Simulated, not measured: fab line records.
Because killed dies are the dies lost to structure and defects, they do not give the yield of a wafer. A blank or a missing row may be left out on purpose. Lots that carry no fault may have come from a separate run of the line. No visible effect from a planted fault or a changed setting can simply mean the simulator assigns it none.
fab line records :: flow n5Finfet :: part 2 of 2: steps 27 to 35 of 35
record
  lots=5
  wafers=15
  lastDay=17
route steps=1938 shown BEOL_M5@1165 BEOL_M6@1194
lots with no fault: from the same line, run without faults
startH: the number of hours between the record's first day and the start of the first shown wafer of the lot :: waitH: how many hours have passed since the lot's step before this one :: " identical to the entry in the row above :: L1.1+2: several wafers, shown together as one row :: - either no value or no given start :: * or withheld: withheld :: < > ~ a bound
route shown NAME@n: a module of which the file shows steps, and the number in the route of the first :: usual: average and standard deviation across the fault-free wafers :: same: alike in all rows :: chamber/n: place in a boat :: sites: the reading at each site :: _std_site: the standard deviation of these :: _edge_site: outer sites' mean less inner sites' :: radiusMm: for every site, how far away it sits from the centre of the wafer :: mask NAME#n: copy n :: behind: tool/chamber where the wafer was last shaped :: hold: reason for holding the lot/hours on hold/outcome of the hold :: device: the transistor (n, p or np) that didn't switch :: end of line: the route-end tests of the same wafers :: a step given without rows: its recipe and nothing more :: killed: at the first sort, the dies lost to defects and structure; wafer yield is something else :: map: shows each die of a wafer: x if killed, . if not, _ if none is there
set.NAME: the setting that was run; set.NAME@STEP: the one run at that earlier step :: model.NAME: the simulator's own value behind a step, which no gauge read
lots at some steps of the route; a table a step, a row a wafer
services: the hour from which a tool's chamber was out of use, counted from the record's first day as startH (under 0 if before that day), plus the number of hours and why
## steps
# step N5_BEOL_M5_DEP_56
# recipe
  material=SiCN
  targetThkA=80
  tempC=withheld
  precursor=3MS/NH3
  pressureTorr=3
  rfW=202
  timeS=14
# usual
  showerheadPlenumPTorr=3.674/0.013
  throttleValvePct=8.8/0.44
lot.wafer: L077.3
tool: pecvd-02
chamber: 2
startH: 200.67
waitH: 0.0
showerheadPlenumPTorr: 3.664
throttleValvePct: 8.1

lot.wafer: L077.4
tool: pecvd-02
chamber: 1
startH: 200.67
waitH: 0.0
showerheadPlenumPTorr: 3.661
throttleValvePct: 9.7

lot.wafer: L077.6
tool: pecvd-02
chamber: 2
startH: 200.67
waitH: 0.0
showerheadPlenumPTorr: 3.673
throttleValvePct: 8.0

lot.wafer: L080.1
tool: pecvd-03
chamber: 0
startH: 233.04
waitH: 0.0
showerheadPlenumPTorr: 3.670
throttleValvePct: 8.5

lot.wafer: L080.3
tool: pecvd-03
chamber: 2
startH: 233.04
waitH: 0.0
showerheadPlenumPTorr: 3.680
throttleValvePct: 8.6

lot.wafer: L080.4
tool: pecvd-03
chamber: 0
startH: 233.04
waitH: 0.0
showerheadPlenumPTorr: 3.675
throttleValvePct: 8.3

lot.wafer: L088.1
tool: pecvd-03
chamber: 1
startH: 269.95
waitH: 0.0
showerheadPlenumPTorr: 3.664
throttleValvePct: 9.3

lot.wafer: L088.3
tool: pecvd-03
chamber: 2
startH: 269.95
waitH: 0.0
showerheadPlenumPTorr: 3.680
throttleValvePct: 8.6

lot.wafer: L088.6
tool: pecvd-03
chamber: 0
startH: 269.95
waitH: 0.0
showerheadPlenumPTorr: 3.677
throttleValvePct: 8.6

lot.wafer: L093.1
tool: pecvd-03
chamber: 0
startH: 308.16
waitH: 0.0
showerheadPlenumPTorr: 3.674
throttleValvePct: 8.5

lot.wafer: L093.5
tool: pecvd-03
chamber: 1
startH: 308.16
waitH: 0.0
showerheadPlenumPTorr: 3.657
throttleValvePct: 9.4

lot.wafer: L093.6
tool: pecvd-03
chamber: 2
startH: 308.16
waitH: 0.0
showerheadPlenumPTorr: 3.694
throttleValvePct: 8.4

lot.wafer: L094.2
tool: pecvd-01
chamber: 1
startH: 317.44
waitH: 0.0
showerheadPlenumPTorr: 3.678
throttleValvePct: 9.3

lot.wafer: L094.3
tool: pecvd-01
chamber: 0
startH: 317.44
waitH: 0.0
showerheadPlenumPTorr: 3.684
throttleValvePct: 8.7

lot.wafer: L094.4
tool: pecvd-01
chamber: 2
startH: 317.44
waitH: 0.0
showerheadPlenumPTorr: 3.644
throttleValvePct: 8.1
# step N5_BEOL_M5_RS_MEAS_57
# recipe
  thkMeasGauge=four-point-probe
  reads=Co_of_BEOL_M5_CO_CAP_78+Cu_of_BEOL_M5_ECD_50+Co_of_BEOL_M5_CVD_47+TaN_of_BEOL_M5_ALD_86
# usual
  M5_RS=0.388/0.014
lot.wafer: L077.3
tool: filmMetro-01
chamber: -
startH: 200.74
waitH: 0.1
M5_RS[ohm/sq]: 0.391

lot.wafer: L077.4
tool: filmMetro-01
chamber: -
startH: 200.74
waitH: 0.1
M5_RS[ohm/sq]: 0.410

lot.wafer: L077.6
tool: filmMetro-01
chamber: -
startH: 200.74
waitH: 0.1
M5_RS[ohm/sq]: 0.395

lot.wafer: L080.1
tool: filmMetro-01
chamber: -
startH: 233.11
waitH: 0.0
M5_RS[ohm/sq]: 0.419

lot.wafer: L080.3
tool: filmMetro-01
chamber: -
startH: 233.11
waitH: 0.0
M5_RS[ohm/sq]: 0.375

lot.wafer: L080.4
tool: filmMetro-01
chamber: -
startH: 233.11
waitH: 0.0
M5_RS[ohm/sq]: 0.379

lot.wafer: L088.1
tool: filmMetro-01
chamber: -
startH: 270.02
waitH: 0.0
M5_RS[ohm/sq]: 0.385

lot.wafer: L088.3
tool: filmMetro-01
chamber: -
startH: 270.02
waitH: 0.0
M5_RS[ohm/sq]: 0.399

lot.wafer: L088.6
tool: filmMetro-01
chamber: -
startH: 270.02
waitH: 0.0
M5_RS[ohm/sq]: 0.380

lot.wafer: L093.1
tool: filmMetro-01
chamber: -
startH: 308.24
waitH: 0.1
M5_RS[ohm/sq]: 0.402

lot.wafer: L093.5
tool: filmMetro-01
chamber: -
startH: 308.24
waitH: 0.1
M5_RS[ohm/sq]: 0.405

lot.wafer: L093.6
tool: filmMetro-01
chamber: -
startH: 308.24
waitH: 0.1
M5_RS[ohm/sq]: 0.380

lot.wafer: L094.2
tool: filmMetro-01
chamber: -
startH: 317.51
waitH: 0.1
M5_RS[ohm/sq]: 0.368

lot.wafer: L094.3
tool: filmMetro-01
chamber: -
startH: 317.51
waitH: 0.1
M5_RS[ohm/sq]: 0.366

lot.wafer: L094.4
tool: filmMetro-01
chamber: -
startH: 317.51
waitH: 0.1
M5_RS[ohm/sq]: 0.364
# step N5_BEOL_M5_INSPECT_58
# recipe
  inspectInstrument=darkfield
  mode=postDep
# usual
  rawDefectCount=69/19
lot.wafer: L077.3
tool: defectInspect-01
chamber: -
startH: 200.76
waitH: 0.0
rawDefectCount: 77

lot.wafer: L077.4
tool: defectInspect-01
chamber: -
startH: 200.76
waitH: 0.0
rawDefectCount: 51

lot.wafer: L077.6
tool: defectInspect-01
chamber: -
startH: 200.76
waitH: 0.0
rawDefectCount: 90

lot.wafer: L080.1
tool: defectInspect-01
chamber: -
startH: 233.13
waitH: 0.0
rawDefectCount: 69

lot.wafer: L080.3
tool: defectInspect-01
chamber: -
startH: 233.13
waitH: 0.0
rawDefectCount: 26

lot.wafer: L080.4
tool: defectInspect-01
chamber: -
startH: 233.13
waitH: 0.0
rawDefectCount: 47

lot.wafer: L088.1
tool: defectInspect-01
chamber: -
startH: 270.05
waitH: 0.0
rawDefectCount: 87

lot.wafer: L088.3
tool: defectInspect-01
chamber: -
startH: 270.05
waitH: 0.0
rawDefectCount: 44

lot.wafer: L088.6
tool: defectInspect-01
chamber: -
startH: 270.05
waitH: 0.0
rawDefectCount: 126

lot.wafer: L093.1
tool: defectInspect-02
chamber: -
startH: 308.27
waitH: 0.0
rawDefectCount: 54

lot.wafer: L093.5
tool: defectInspect-02
chamber: -
startH: 308.27
waitH: 0.0
rawDefectCount: 85

lot.wafer: L093.6
tool: defectInspect-02
chamber: -
startH: 308.27
waitH: 0.0
rawDefectCount: 80

lot.wafer: L094.2
tool: defectInspect-01
chamber: -
startH: 317.53
waitH: 0.0
rawDefectCount: 66

lot.wafer: L094.3
tool: defectInspect-01
chamber: -
startH: 317.53
waitH: 0.0
rawDefectCount: 77

lot.wafer: L094.4
tool: defectInspect-01
chamber: -
startH: 317.53
waitH: 0.0
rawDefectCount: 52
# step N5_BEOL_M6_ILD_DEP_00
# recipe
  material=SiCOH_lowk
  targetThkA=1797.5
  tempC=300
  precursor=DEMS/porogen
  pressureTorr=5
  rfW=500
  timeS=33.4
# usual
  heaterPowerW=303/63
  showerheadPlenumPTorr=5.739/0.016
  throttleValvePct=13.7/0.49
lot.wafer: L077.3
tool: pecvd-03
chamber: 2
startH: 200.80
waitH: 0.0
heaterPowerW: 444
showerheadPlenumPTorr: 5.753
throttleValvePct: 12.8

lot.wafer: L077.4
tool: pecvd-03
chamber: 1
startH: 200.80
waitH: 0.0
heaterPowerW: 231
showerheadPlenumPTorr: 5.746
throttleValvePct: 14.5

lot.wafer: L077.6
tool: pecvd-03
chamber: 0
startH: 200.80
waitH: 0.0
heaterPowerW: 269
showerheadPlenumPTorr: 5.746
throttleValvePct: 13.1

lot.wafer: L080.1
tool: pecvd-03
chamber: 2
startH: 233.17
waitH: 0.0
heaterPowerW: 471
showerheadPlenumPTorr: 5.758
throttleValvePct: 13.0

lot.wafer: L080.3
tool: pecvd-03
chamber: 1
startH: 233.17
waitH: 0.0
heaterPowerW: 300
showerheadPlenumPTorr: 5.742
throttleValvePct: 14.2

lot.wafer: L080.4
tool: pecvd-03
chamber: 0
startH: 233.17
waitH: 0.0
heaterPowerW: 242
showerheadPlenumPTorr: 5.765
throttleValvePct: 12.9

lot.wafer: L088.1
tool: pecvd-04
chamber: 1
startH: 270.08
waitH: 0.0
heaterPowerW: 265
showerheadPlenumPTorr: 5.731
throttleValvePct: 13.8

lot.wafer: L088.3
tool: pecvd-04
chamber: 2
startH: 270.08
waitH: 0.0
heaterPowerW: 188
showerheadPlenumPTorr: 5.732
throttleValvePct: 13.3

lot.wafer: L088.6
tool: pecvd-04
chamber: 0
startH: 270.08
waitH: 0.0
heaterPowerW: 293
showerheadPlenumPTorr: 5.730
throttleValvePct: 13.7

lot.wafer: L093.1
tool: pecvd-03
chamber: 1
startH: 308.31
waitH: 0.0
heaterPowerW: 259
showerheadPlenumPTorr: 5.742
throttleValvePct: 14.2

lot.wafer: L093.5
tool: pecvd-03
chamber: 2
startH: 308.31
waitH: 0.0
heaterPowerW: 461
showerheadPlenumPTorr: 5.759
throttleValvePct: 13.1

lot.wafer: L093.6
tool: pecvd-03
chamber: 0
startH: 308.31
waitH: 0.0
heaterPowerW: 203
showerheadPlenumPTorr: 5.746
throttleValvePct: 12.7

lot.wafer: L094.2
tool: pecvd-04
chamber: 0
startH: 317.57
waitH: 0.0
heaterPowerW: 321
showerheadPlenumPTorr: 5.727
throttleValvePct: 13.9

lot.wafer: L094.3
tool: pecvd-04
chamber: 2
startH: 317.57
waitH: 0.0
heaterPowerW: 185
showerheadPlenumPTorr: 5.745
throttleValvePct: 13.4

lot.wafer: L094.4
tool: pecvd-04
chamber: 2
startH: 317.57
waitH: 0.0
heaterPowerW: 194
showerheadPlenumPTorr: 5.735
throttleValvePct: 13.8
# step N5_BEOL_M6_CURE_74
# recipe
  tempC=385
  timeS=240
  ambient=He/Ar
  material=SiCOH_lowk
# usual
  lampPowerPct=52.32/0.057
  wafer_temp_C_max=386.9/0.57
lot.wafer: L077.3
tool: uvCure-02
chamber: 0
startH: 201.02
waitH: 0.2
lampPowerPct: 52.28
wafer_temp_C_max: 387.3

lot.wafer: L077.4
tool: uvCure-02
chamber: 0
startH: 201.02
waitH: 0.2
lampPowerPct: 52.39
wafer_temp_C_max: 387.0

lot.wafer: L077.6
tool: uvCure-02
chamber: 0
startH: 201.02
waitH: 0.2
lampPowerPct: 52.40
wafer_temp_C_max: 388.7

lot.wafer: L080.1
tool: uvCure-03
chamber: 1
startH: 233.23
waitH: 0.0
lampPowerPct: 52.29
wafer_temp_C_max: 386.7

lot.wafer: L080.3
tool: uvCure-03
chamber: 1
startH: 233.23
waitH: 0.0
lampPowerPct: 52.33
wafer_temp_C_max: 386.8

lot.wafer: L080.4
tool: uvCure-03
chamber: 1
startH: 233.23
waitH: 0.0
lampPowerPct: 52.25
wafer_temp_C_max: 386.9

lot.wafer: L088.1
tool: uvCure-02
chamber: 2
startH: 270.15
waitH: 0.0
lampPowerPct: 52.35
wafer_temp_C_max: 386.8

lot.wafer: L088.3
tool: uvCure-02
chamber: 2
startH: 270.15
waitH: 0.0
lampPowerPct: 52.30
wafer_temp_C_max: 387.2

lot.wafer: L088.6
tool: uvCure-02
chamber: 2
startH: 270.15
waitH: 0.0
lampPowerPct: 52.32
wafer_temp_C_max: 387.4

lot.wafer: L093.1
tool: uvCure-01
chamber: 2
startH: 308.37
waitH: 0.0
lampPowerPct: 52.46
wafer_temp_C_max: 386.7

lot.wafer: L093.5
tool: uvCure-01
chamber: 2
startH: 308.37
waitH: 0.0
lampPowerPct: 52.31
wafer_temp_C_max: 386.9

lot.wafer: L093.6
tool: uvCure-01
chamber: 2
startH: 308.37
waitH: 0.0
lampPowerPct: 52.35
wafer_temp_C_max: 387.5

lot.wafer: L094.2
tool: uvCure-01
chamber: 1
startH: 317.71
waitH: 0.1
lampPowerPct: 52.37
wafer_temp_C_max: 386.3

lot.wafer: L094.3
tool: uvCure-01
chamber: 1
startH: 317.71
waitH: 0.1
lampPowerPct: 52.25
wafer_temp_C_max: 386.4

lot.wafer: L094.4
tool: uvCure-01
chamber: 1
startH: 317.71
waitH: 0.1
lampPowerPct: 52.35
wafer_temp_C_max: 386.5
# step N5_BEOL_M6_THK_MEAS_01
# recipe
  reads=SiCOH_lowk_of_BEOL_M6_ILD_DEP_00
# usual
  M6_ILD_THK=155.4/2.5
lot.wafer: L077.3
tool: filmMetro-01
chamber: -
startH: 201.37
waitH: 0.3
M6_ILD_THK[nm]: 153.3

lot.wafer: L077.4
tool: filmMetro-01
chamber: -
startH: 201.37
waitH: 0.3
M6_ILD_THK[nm]: 160.7

lot.wafer: L077.6
tool: filmMetro-01
chamber: -
startH: 201.37
waitH: 0.3
M6_ILD_THK[nm]: 155.8

lot.wafer: L080.1
tool: filmMetro-01
chamber: -
startH: 233.75
waitH: 0.4
M6_ILD_THK[nm]: 153.8

lot.wafer: L080.3
tool: filmMetro-01
chamber: -
startH: 233.75
waitH: 0.4
M6_ILD_THK[nm]: 155.5

lot.wafer: L080.4
tool: filmMetro-01
chamber: -
startH: 233.75
waitH: 0.4
M6_ILD_THK[nm]: 154.7

lot.wafer: L088.1
tool: filmMetro-02
chamber: -
startH: 270.66
waitH: 0.4
M6_ILD_THK[nm]: 155.8

lot.wafer: L088.3
tool: filmMetro-02
chamber: -
startH: 270.66
waitH: 0.4
M6_ILD_THK[nm]: 154.5

lot.wafer: L088.6
tool: filmMetro-02
chamber: -
startH: 270.66
waitH: 0.4
M6_ILD_THK[nm]: 154.5

lot.wafer: L093.1
tool: filmMetro-01
chamber: -
startH: 309.36
waitH: 0.8
M6_ILD_THK[nm]: 154.8

lot.wafer: L093.5
tool: filmMetro-01
chamber: -
startH: 309.36
waitH: 0.8
M6_ILD_THK[nm]: 153.9

lot.wafer: L093.6
tool: filmMetro-01
chamber: -
startH: 309.36
waitH: 0.8
M6_ILD_THK[nm]: 155.5

lot.wafer: L094.2
tool: filmMetro-02
chamber: -
startH: 318.15
waitH: 0.4
M6_ILD_THK[nm]: 150.7

lot.wafer: L094.3
tool: filmMetro-02
chamber: -
startH: 318.15
waitH: 0.4
M6_ILD_THK[nm]: 152.0

lot.wafer: L094.4
tool: filmMetro-02
chamber: -
startH: 318.15
waitH: 0.4
M6_ILD_THK[nm]: 154.2
# step N5_BEOL_M6_PECVD_70
# recipe
  material=SiO2
  targetThkA=200
  tempC=400
  precursor=TEOS/O2
  pressureTorr=5.5
  rfW=450
  teosFlowSccm=53.8
  gas=O2
  flowSccm=3000
  timeS=22.7
# usual
  heaterPowerW=719/140
  showerheadPlenumPTorr=8.81/0.061
  throttleValvePct=21.7/0.95
lot.wafer: L077.3
tool: pecvd-03
chamber: 1
startH: 201.41
waitH: 0.0
heaterPowerW: 593
showerheadPlenumPTorr: 8.81
throttleValvePct: 22.9

lot.wafer: L077.4
tool: pecvd-03
chamber: 0
startH: 201.41
waitH: 0.0
heaterPowerW: 511
showerheadPlenumPTorr: 8.82
throttleValvePct: 20.8

lot.wafer: L077.6
tool: pecvd-03
chamber: 1
startH: 201.41
waitH: 0.0
heaterPowerW: 605
showerheadPlenumPTorr: 8.80
throttleValvePct: 23.0

lot.wafer: L080.1
tool: pecvd-03
chamber: 1
startH: 233.78
waitH: 0.0
heaterPowerW: 577
showerheadPlenumPTorr: 8.80
throttleValvePct: 23.0

lot.wafer: L080.3
tool: pecvd-03
chamber: 2
startH: 233.78
waitH: 0.0
heaterPowerW: 847
showerheadPlenumPTorr: 8.88
throttleValvePct: 20.9

lot.wafer: L080.4
tool: pecvd-03
chamber: 2
startH: 233.78
waitH: 0.0
heaterPowerW: 852
showerheadPlenumPTorr: 8.89
throttleValvePct: 21.2

lot.wafer: L088.1
tool: pecvd-03
chamber: 0
startH: 270.70
waitH: 0.0
heaterPowerW: 594
showerheadPlenumPTorr: 8.85
throttleValvePct: 20.7

lot.wafer: L088.3
tool: pecvd-03
chamber: 1
startH: 270.70
waitH: 0.0
heaterPowerW: 659
showerheadPlenumPTorr: 8.81
throttleValvePct: 22.4

lot.wafer: L088.6
tool: pecvd-03
chamber: 2
startH: 270.70
waitH: 0.0
heaterPowerW: 812
showerheadPlenumPTorr: 8.90
throttleValvePct: 21.1

lot.wafer: L093.1
tool: pecvd-01
chamber: 2
startH: 309.42
waitH: 0.1
heaterPowerW: 724
showerheadPlenumPTorr: 8.65
throttleValvePct: 20.7

lot.wafer: L093.5
tool: pecvd-01
chamber: 1
startH: 309.42
waitH: 0.1
heaterPowerW: 863
showerheadPlenumPTorr: 8.83
throttleValvePct: 23.0

lot.wafer: L093.6
tool: pecvd-01
chamber: 2
startH: 309.42
waitH: 0.1
heaterPowerW: 733
showerheadPlenumPTorr: 8.68
throttleValvePct: 20.5

lot.wafer: L094.2
tool: pecvd-03
chamber: 0
startH: 318.18
waitH: 0.0
heaterPowerW: 628
showerheadPlenumPTorr: 8.83
throttleValvePct: 20.8

lot.wafer: L094.3
tool: pecvd-03
chamber: 2
startH: 318.18
waitH: 0.0
heaterPowerW: 1003
showerheadPlenumPTorr: 8.87
throttleValvePct: 21.0

lot.wafer: L094.4
tool: pecvd-03
chamber: 1
startH: 318.18
waitH: 0.0
heaterPowerW: 609
showerheadPlenumPTorr: 8.81
throttleValvePct: 23.1
# step N5_BEOL_M6_HM_DEP_02
# recipe
  material=TiN
  targetThkA=200
  tempC=25
  chamberPressurePa=0.49996
# usual
  throttleValvePct=29.6/1.2
lot.wafer: L077.3
tool: pvdSputter-03
chamber: -
startH: 202.56
waitH: 1.1
throttleValvePct: 30.6

lot.wafer: L077.4
tool: pvdSputter-03
chamber: -
startH: 202.56
waitH: 1.1
throttleValvePct: 30.1

lot.wafer: L077.6
tool: pvdSputter-03
chamber: -
startH: 202.56
waitH: 1.1
throttleValvePct: 30.1

lot.wafer: L080.1
tool: pvdSputter-01
chamber: -
startH: 236.48
waitH: 2.7
throttleValvePct: 28.2

lot.wafer: L080.3
tool: pvdSputter-01
chamber: -
startH: 236.48
waitH: 2.7
throttleValvePct: 30.9

lot.wafer: L080.4
tool: pvdSputter-01
chamber: -
startH: 236.48
waitH: 2.7
throttleValvePct: 29.6

lot.wafer: L088.1
tool: pvdSputter-01
chamber: -
startH: 270.80
waitH: 0.1
throttleValvePct: 28.3

lot.wafer: L088.3
tool: pvdSputter-01
chamber: -
startH: 270.80
waitH: 0.1
throttleValvePct: 30.0

lot.wafer: L088.6
tool: pvdSputter-01
chamber: -
startH: 270.80
waitH: 0.1
throttleValvePct: 28.3

lot.wafer: L093.1
tool: pvdSputter-01
chamber: -
startH: 310.22
waitH: 0.8
throttleValvePct: 28.2

lot.wafer: L093.5
tool: pvdSputter-01
chamber: -
startH: 310.22
waitH: 0.8
throttleValvePct: 31.1

lot.wafer: L093.6
tool: pvdSputter-01
chamber: -
startH: 310.22
waitH: 0.8
throttleValvePct: 28.4

lot.wafer: L094.2
tool: pvdSputter-03
chamber: -
startH: 318.57
waitH: 0.4
throttleValvePct: 30.3

lot.wafer: L094.3
tool: pvdSputter-03
chamber: -
startH: 318.57
waitH: 0.4
throttleValvePct: 30.7

lot.wafer: L094.4
tool: pvdSputter-03
chamber: -
startH: 318.57
waitH: 0.4
throttleValvePct: 30.4
# step N5_BEOL_M6_COAT_59
# recipe
  resist=SOC
  tempC=250
  timeS=60
  spinRpm=1500
  resistThkNm=100
lot.wafer: L077.3+4+6
tool: lithoTrack-02
chamber: 0
startH: 202.69
waitH: 0.1

lot.wafer: L080.1+3+4
tool: lithoTrack-02
chamber: 0
startH: 236.60
waitH: 0.1

lot.wafer: L088.1+3+6
tool: lithoTrack-04
chamber: 0
startH: 270.92
waitH: 0.1

lot.wafer: L093.1+5+6
tool: lithoTrack-02
chamber: 0
startH: 310.35
waitH: 0.1

lot.wafer: L094.2+3+4
tool: lithoTrack-02
chamber: 0
startH: 318.70
waitH: 0.1
## services
tool: cvdCo-01
chamber: 2
startH: 169.77
hours: 3.3
kind: repair

tool: uvCure-01
chamber: -
startH: 171.66
hours: 1.0
kind: pm

tool: cmp-02
chamber: -
startH: 172.72
hours: 1.7
kind: repair

tool: wetBench-01
chamber: -
startH: 174.15
hours: 1.6
kind: repair

tool: aldMetal-01
chamber: -
startH: 183.99
hours: 0.9
kind: repair

tool: pecvd-01
chamber: 2
startH: 190.23
hours: 2.3
kind: repair

tool: pecvd-04
chamber: -
startH: 195.44
hours: 5.5
kind: pm

tool: wetBench-01
chamber: -
startH: 197.06
hours: 1.9
kind: pm

tool: cmp-04
chamber: -
startH: 197.34
hours: 4.2
kind: repair

tool: cvdCo-02
chamber: -
startH: 216.98
hours: 2.8
kind: pm

tool: uvCure-03
chamber: -
startH: 237.04
hours: 1.0
kind: pm

tool: rtpAnneal-01
chamber: -
startH: 243.40
hours: 3.5
kind: pm

tool: pecvd-01
chamber: -
startH: 255.43
hours: 0.8
kind: repair

tool: uvCure-02
chamber: -
startH: 259.58
hours: 1.0
kind: pm

tool: aldMetal-01
chamber: -
startH: 269.73
hours: 8.7
kind: pm

tool: pecvd-03
chamber: 0
startH: 272.97
hours: 3.5
kind: repair

tool: wetBench-06
chamber: -
startH: 273.42
hours: 1.2
kind: repair

tool: pvdSputter-02
chamber: -
startH: 288.76
hours: 8.9
kind: repair

tool: cmp-04
chamber: -
startH: 289.99
hours: 2.2
kind: pm

tool: cvdCo-02
chamber: 0
startH: 291.54
hours: 3.8
kind: repair

tool: cmp-04
chamber: -
startH: 295.23
hours: 1.3
kind: repair

tool: wetBench-01
chamber: -
startH: 308.53
hours: 3.5
kind: repair

tool: aldMetal-01
chamber: -
startH: 313.04
hours: 0.2
kind: repair

tool: cvdCo-01
chamber: -
startH: 317.82
hours: 7.0
kind: repair
